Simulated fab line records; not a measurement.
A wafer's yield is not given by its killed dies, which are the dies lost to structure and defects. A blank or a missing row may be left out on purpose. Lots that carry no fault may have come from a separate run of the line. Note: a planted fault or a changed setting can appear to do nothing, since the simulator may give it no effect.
fab line records	flow n5-finfet
record: lots: 7	wafers: 39
route steps=1938 shown DUMMY_GATE@215 SD_EPI_N@279 MOL_CONTACT_COAG@584
start-h: hours from the record's opening day to when the first of the lot's shown wafers began	wait-h: hours elapsed since this lot's preceding step	" repeats the value in the row above	L1.1+2: one row covering several wafers at once	- no value present, or no start provided	* or withheld: withheld	< > ~ a bound
route shown NAME@n: a module of which the file shows steps, and the number in the route of the first	usual: the fault-free wafers' mean and standard deviation	same: alike in all rows	chamber/n: place in a boat	sites: the reading at each site	_std_site: how widely they spread, as a standard deviation	_edge_site: inner sites' mean taken away from outer sites' mean	radius-mm: how far each site lies from the wafer's centre	mask NAME#n: copy n	behind: the last tool/chamber to shape the wafer	hold: reason for holding the lot/hours on hold/outcome of the hold	device: whichever transistor did not switch (one of n, p or np)	end of line: the same wafers' tests at the end of the route	where a step has no rows: the recipe by itself	killed: dies that structure and defects cost at the first sort, which is not the same as the wafer's yield	map: a wafer's dies, marking killed ones x, the rest . and places with no die _
set.NAME: the setting as run; set.NAME@STEP: as run at that earlier step	model.NAME: the simulator's own value behind a step, which no gauge read
lots whose settings were changed on purpose; a table a step, a row a wafer
== steps ==
step: N5_DUMMY_GATE_CVD_03
recipe: material: a-Si	target-thk-a: 1500	temp-c: 530	precursor: SiH4	time-s: 8042
lot.wafer	tool	chamber	start-h	wait-h	set.temp-c	model.a-Si_of_DUMMY_GATE_CVD_03.thk-nm
L074.1+6	-	-	-	0.1	519.2	112.6
L074.2	"	-	"	"	519.2	112.2
L074.3	"	-	"	"	519.2	113
L074.4+5	"	-	"	"	519.2	112
L075.1+2+3+4	-	-	-	0.1	510.7	86
L075.5	"	-	"	"	510.7	86.6
L075.6	"	-	"	"	510.7	87.2
L076.1+4	lpcvd-01	1/15,1/29	51.86	0.1	530	151.4
L076.6	"	1/39	"	"	530	151.2
L078.1	-	-	-	0.3	530	151
L078.2	"	-	"	"	530	150.8
L078.3	"	-	"	"	530	152
L078.4	"	-	"	"	530	151.2
L078.5	"	-	"	"	530	149.6
L078.6	"	-	"	"	530	151.4
L090.1	-	-	-	0.1	519.5	111
L090.2	"	-	"	"	519.5	110
L090.3+4	"	-	"	"	519.5	110.6
L090.5	"	-	"	"	519.5	110.8
L090.6	"	-	"	"	519.5	110.2
L094.1	-	-	-	0.1	530	150.4
L094.2	"	-	"	"	530	151.4
L094.3+4	"	-	"	"	530	151.8
L094.5	"	-	"	"	530	152.2
L094.6	"	-	"	"	530	150.6
L096.1	-	-	-	0.1	550.6	265.4
L096.2	"	-	"	"	550.6	264
L096.3	"	-	"	"	550.6	264.6
L096.4	"	-	"	"	550.6	264.2
L096.5	"	-	"	"	550.6	265
L096.6	"	-	"	"	550.6	264.8
step: N5_DUMMY_GATE_ETCH_37
recipe: chemistry: N2/H2	target: SOC	target-depth-a: 600	overetch-a: 300	temp-c: 40	ion-energy-ev: 200	pressure-mtorr: 30	source-w: 840	bias-w: 150	n2-flow-sccm: 200	h2-flow-sccm: 200
usual: rf-vpp-V: 524.3/2.3
lot.wafer	tool	chamber	start-h	wait-h	set.source-w	rf-vpp-V	model.SiARC_of_DUMMY_GATE_COAT_35.thk-nm
L074.1	rie-diel-03	3	45.91	0.0	692.2	560.0	5.6
L074.2	"	1	"	"	840	526.9	5.2
L074.3	"	2	"	"	840	525.0	5
L074.4	"	0	"	"	840	527.2	5
L074.5	"	1	"	"	692.2	561.7	5.6
L074.6	"	0	"	"	692.2	562.6	5.6
L075.1	rie-diel-03	1	51.83	0.0	777.6	541.6	5.4
L075.2	"	2	"	"	840	521.9	5
L075.3	"	0	"	"	777.6	540.9	5.2
L075.4	"	3	"	"	777.6	539.8	5.2
L075.5	"	1	"	"	840	526.5	5.2
L075.6	"	0	"	"	840	526.8	5
L076.1	rie-diel-03	1	62.52	0.0	840	527.3	5.2
L076.4	"	3	"	"	840	524.9	5.2
L076.6	"	0	"	"	840	527.2	5
L078.1	rie-diel-06	1	70.40	0.0	840	524.9	5
L078.2	"	2	"	"	918.9	505.6	4.8
L078.3	"	3	"	"	840	524.4	4.8
L078.4	"	0	"	"	840	522.8	5
L078.5	"	1	"	"	918.9	510.2	4.6
L078.6	"	2	"	"	918.9	506.4	4.8
L090.1	rie-diel-03	2	141.97	0.0	693.5	557.7	5.6
L090.2	"	1	"	"	840	525.8	5.2
L090.3	"	3	"	"	693.5	561.0	5.6
L090.4	"	0	"	"	693.5	561.5	5.6
L090.5	"	1	"	"	840	525.4	5.2
L090.6	"	2	"	"	840	521.5	5.2
L094.1	rie-diel-03	1	165.76	0.0	974.3	500.3	4.8
L094.2	"	0	"	"	974.3	499.2	4.6
L094.3	"	3	"	"	840	523.7	5
L094.4	"	0	"	"	840	524.2	5
L094.5	"	3	"	"	840	524.5	5
L094.6	"	1	"	"	974.3	501.6	4.8
L096.1	rie-diel-03	0	182.74	0.0	840	525.4	5
L096.2	"	3	"	"	702.5	556.3	5.6
L096.3	"	1	"	"	702.5	558.8	5.8
L096.4	"	2	"	"	840	522.4	5
L096.5	"	2	"	"	840	523.5	5
L096.6	"	1	"	"	702.5	559.3	5.8
step: N5_DUMMY_GATE_ETCH_32
recipe: chemistry: CF4	target: SiO2	target-depth-a: 35	time-s: 3.9	ion-energy-ev: 350	pressure-mtorr: 10	icp-w: 800	bias-w: 400	cf4-flow-sccm: 80
lot.wafer	tool	chamber	start-h	wait-h	set.time-s	model.etch.depth-nm
L074.1	rie-si-06	0	46.45	0.1	3.9	3.616
L074.2	"	2	"	"	3.272	2.986
L074.3	"	3	"	"	3.272	3.049
L074.4	"	1	"	"	3.9	3.543
L074.5	"	1	"	"	3.272	2.949
L074.6	"	2	"	"	3.9	3.562
L075.1	rie-si-02	2	52.42	0.1	3.9	3.527
L075.2	"	3	"	"	3.9	3.451
L075.3	"	1	"	"	4.401	4.015
L075.4	"	1	"	"	3.9	3.544
L075.5	"	2	"	"	4.401	3.999
L075.6	"	3	"	"	4.401	3.888
L076.1	rie-si-02	3	63.33	0.1	3.9	3.451
L076.4	"	2	"	"	3.9	3.514
L076.6	"	0	"	"	3.9	3.54
L078.1	rie-si-06	3	70.93	0.1	4.623	4.235
L078.2	"	0	"	"	4.623	4.248
L078.3	"	1	"	"	3.9	3.489
L078.4	"	2	"	"	3.9	3.524
L078.5	"	0	"	"	3.9	3.573
L078.6	"	3	"	"	4.623	4.262
L090.1	rie-si-06	2	142.55	0.1	3.9	3.544
L090.2	"	0	"	"	3.9	3.54
L090.3	"	3	"	"	3.212	2.921
L090.4	"	1	"	"	3.212	2.855
L090.5	"	3	"	"	3.9	3.568
L090.6	"	2	"	"	3.212	2.885
L094.1	rie-si-02	0	166.28	0.1	4.61	4.127
L094.2	"	2	"	"	3.9	3.509
L094.3	"	1	"	"	4.61	4.153
L094.4	"	3	"	"	4.61	4.038
L094.5	"	3	"	"	3.9	3.437
L094.6	"	0	"	"	3.9	3.467
L096.1	rie-si-05	2	183.27	0.1	3.9	3.522
L096.2	"	0	"	"	3.9	3.596
L096.3	"	1	"	"	3.9	3.543
L096.4	"	3	"	"	3.9	3.524
L096.5	"	0	"	"	3.9	3.604
L096.6	"	1	"	"	3.9	3.525
step: N5_SD_EPI_N_ETCH_16
recipe: chemistry: CHF3/O2	target: SiO2	target-depth-a: 50	mask-material: SOC	pressure-mtorr: 30	source-w: 650	bias-w: 170	Ar_flow_sccm: 200	CHF3_flow_sccm: 50	O2_flow_sccm: 5	ion-energy-ev: 200
lot.wafer	tool	chamber	start-h	wait-h	set.target-depth-a	model.etch.depth-nm
L074.1	rie-diel-04	2	48.79	0.1	50	4.902
L074.2	"	3	"	"	55.17	5.627
L074.3	"	0	"	"	55.17	5.411
L074.4	"	1	"	"	50	4.939
L074.5	"	3	"	"	50	5.062
L074.6	"	2	"	"	55.17	5.413
L075.1	rie-diel-01	2	55.17	0.1	50	5.027
L075.2	"	1	"	"	50	4.991
L075.3	"	3	"	"	50	5.034
L075.4	"	0	"	"	50	4.949
L075.5	"	2	"	"	50	5.003
L075.6	"	1	"	"	50	5.047
L076.1	rie-diel-01	3	65.65	0.1	50	5.093
L076.4	"	0	"	"	50	4.949
L076.6	"	2	"	"	50	5.032
L078.1	rie-diel-02	0	73.77	0.1	50	4.934
L078.2	"	3	"	"	44.21	4.387
L078.3	"	2	"	"	50	5.023
L078.4	"	1	"	"	44.21	4.337
L078.5	"	3	"	"	50	5.016
L078.6	"	2	"	"	44.21	4.438
L090.1	rie-diel-01	3	145.13	0.1	50	5.057
L090.2	"	1	"	"	50	5.048
L090.3	"	2	"	"	50	5.072
L090.4	"	2	"	"	50	5.041
L090.5	"	3	"	"	50	5.061
L090.6	"	1	"	"	50	5.037
L094.1	rie-diel-02	1	168.47	0.1	50	5.103
L094.2	"	3	"	"	50	5.073
L094.3	"	2	"	"	56.06	5.69
L094.4	"	0	"	"	56.06	5.586
L094.5	"	3	"	"	50	5.045
L094.6	"	0	"	"	56.06	5.646
L096.1	rie-diel-01	0	186.55	0.1	50	5.102
L096.2	"	3	"	"	45.87	4.647
L096.3	"	2	"	"	45.87	4.594
L096.4	"	1	"	"	45.87	4.642
L096.5	"	1	"	"	50	5.033
L096.6	"	0	"	"	50	5.118
step: N5_MOL_CONTACT_COAG_ETCHBACK_135
recipe: chemistry: CHF3	target: SiO2	target-depth-a: 250	time-s: 16.7	ion-energy-ev: 200	pressure-mtorr: 30	source-w: 610	bias-w: 170	Ar_flow_sccm: 200	CHF3_flow_sccm: 50
lot.wafer	tool	chamber	start-h	wait-h	set.time-s	model.SOC_of_MOL_CONTACT_COAG_COAT_75.thk-nm
L074.1+4	rie-diel-01	1,0	100.08	0.0	13	58.2
L074.2+5	"	3,1	"	"	16.7	57.6
L074.3	"	0	"	"	13	58.4
L074.6	"	3	"	"	16.7	57.4
L075.1	rie-diel-02	1	103.80	0.0	19.89	57
L075.2+6	"	2,3	"	"	19.89	56.8
L075.3+4+5	"	3,0,0	"	"	16.7	57.6
L076.1+6	rie-diel-02	3,2	114.59	0.0	16.7	57.6
L076.4	"	1	"	"	16.7	57.4
L078.1+2+3	rie-diel-02	0,3,2	122.02	0.0	16.7	57
L078.4+5+6	"	0,2,3	"	"	16.7	57.2
L090.1+2+3+4+6	rie-diel-04	3,2,0,1,1	206.30	0.0	16.7	57.6
L090.5	"	2	"	"	16.7	57.4
L094.1+2+3+4	rie-diel-02	3,1,2,0	217.37	0.0	16.7	57.4
L094.5+6	"	0,1	"	"	16.7	57.6
L096.1+3	rie-diel-01	1,0	234.59	0.0	15.15	57.4
L096.2+5	"	2	"	"	16.7	57.4
L096.4	"	3	"	"	15.15	57.6
L096.6	"	3	"	"	16.7	57.2
step: N5_MOL_CONTACT_COAG_ETCH_47
recipe: chemistry: CH3F/O2	target: SiNx	target-depth-a: 270	mask-material: SiO2	stop-on: W	over-etch-frac: 0.2	ion-energy-ev: 120	endpoint: OES-CN	pressure-mtorr: 30	source-w: 395	bias-w: 73	Ar_flow_sccm: 150	CH3F_flow_sccm: 30	O2_flow_sccm: 20	ends: end-point
lot.wafer	tool	chamber	start-h	wait-h	set.over-etch-frac	model.etch.over-etch-s
L074.1	rie-diel-01	1	100.22	0.0	0.2	5.117
L074.2	"	3	"	"	0.2129	5.404
L074.3	"	0	"	"	0.2	5.147
L074.4	"	0	"	"	0.2129	5.571
L074.5	"	1	"	"	0.2129	5.488
L074.6	"	3	"	"	0.2	5.071
L075.1	rie-diel-02	1	103.94	0.0	0.1905	4.998
L075.2	"	2	"	"	0.2	5.197
L075.3	"	3	"	"	0.2	5.2
L075.4	"	0	"	"	0.2	5.211
L075.5	"	0	"	"	0.1905	4.949
L075.6	"	3	"	"	0.1905	4.938
L076.1	rie-diel-02	3	114.73	0.0	0.2	5.297
L076.4	"	1	"	"	0.2	5.381
L076.6	"	2	"	"	0.2	5.318
L078.1	rie-diel-02	0	122.16	0.0	0.2	5.306
L078.2	"	3	"	"	0.2	5.217
L078.3	"	2	"	"	0.2	5.213
L078.4	"	0	"	"	0.2	5.279
L078.5	"	2	"	"	0.2	5.232
L078.6	"	3	"	"	0.2	5.204
L090.1	rie-diel-04	3	206.44	0.0	0.2078	5.32
L090.2	"	2	"	"	0.2	5.162
L090.3	"	0	"	"	0.2078	5.188
L090.4	"	1	"	"	0.2	5.258
L090.5	"	2	"	"	0.2	5.185
L090.6	"	1	"	"	0.2078	5.47
L094.1	rie-diel-02	3	217.51	0.0	0.2112	5.44
L094.2	"	1	"	"	0.2	5.126
L094.3	"	2	"	"	0.2112	5.492
L094.4	"	0	"	"	0.2	5.192
L094.5	"	0	"	"	0.2	5.179
L094.6	"	1	"	"	0.2112	5.372
L096.1	rie-diel-01	1	234.73	0.0	0.2153	5.56
L096.2	"	2	"	"	0.2153	5.569
L096.3	"	0	"	"	0.2	5.076
L096.4	"	3	"	"	0.2153	5.411
L096.5	"	2	"	"	0.2	5.145
L096.6	"	3	"	"	0.2	5.137
== key ==
split: step: N5_DUMMY_GATE_CVD_03	setting: temp-c	stated: 530	by: lot
response: step: N5_DUMMY_GATE_CVD_03	reading: model.a-Si_of_DUMMY_GATE_CVD_03.thk-nm	change: +23.9	per: 1%	r: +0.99
split: step: N5_DUMMY_GATE_ETCH_37	setting: source-w	stated: 840	by: wafer
response: step: N5_DUMMY_GATE_ETCH_37	reading: rf-vpp-V	change: -1.92	per: 1%	r: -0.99
response: step: N5_DUMMY_GATE_ETCH_37	reading: model.SiARC_of_DUMMY_GATE_COAT_35.thk-nm	change: -0.0281	per: 1%	r: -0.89
split: step: N5_DUMMY_GATE_ETCH_32	setting: time-s	stated: 3.9	by: wafer
response: step: N5_DUMMY_GATE_ETCH_32	reading: model.etch.depth-nm	change: +0.0368	per: 1%	r: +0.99
split: step: N5_SD_EPI_N_ETCH_16	setting: target-depth-a	stated: 50	by: wafer
response: step: N5_SD_EPI_N_ETCH_16	reading: model.etch.depth-nm	change: +0.0503	per: 1%	r: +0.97
split: step: N5_MOL_CONTACT_COAG_ETCHBACK_135	setting: time-s	stated: 16.7	by: wafer
response: step: N5_MOL_CONTACT_COAG_ETCHBACK_135	reading: model.SOC_of_MOL_CONTACT_COAG_COAT_75.thk-nm	change: -0.0334	per: 1%	r: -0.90
split: step: N5_MOL_CONTACT_COAG_ETCH_47	setting: over-etch-frac	stated: 0.2	by: wafer
response: step: N5_MOL_CONTACT_COAG_ETCH_47	reading: model.etch.over-etch-s	change: +0.0507	per: 1%	r: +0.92
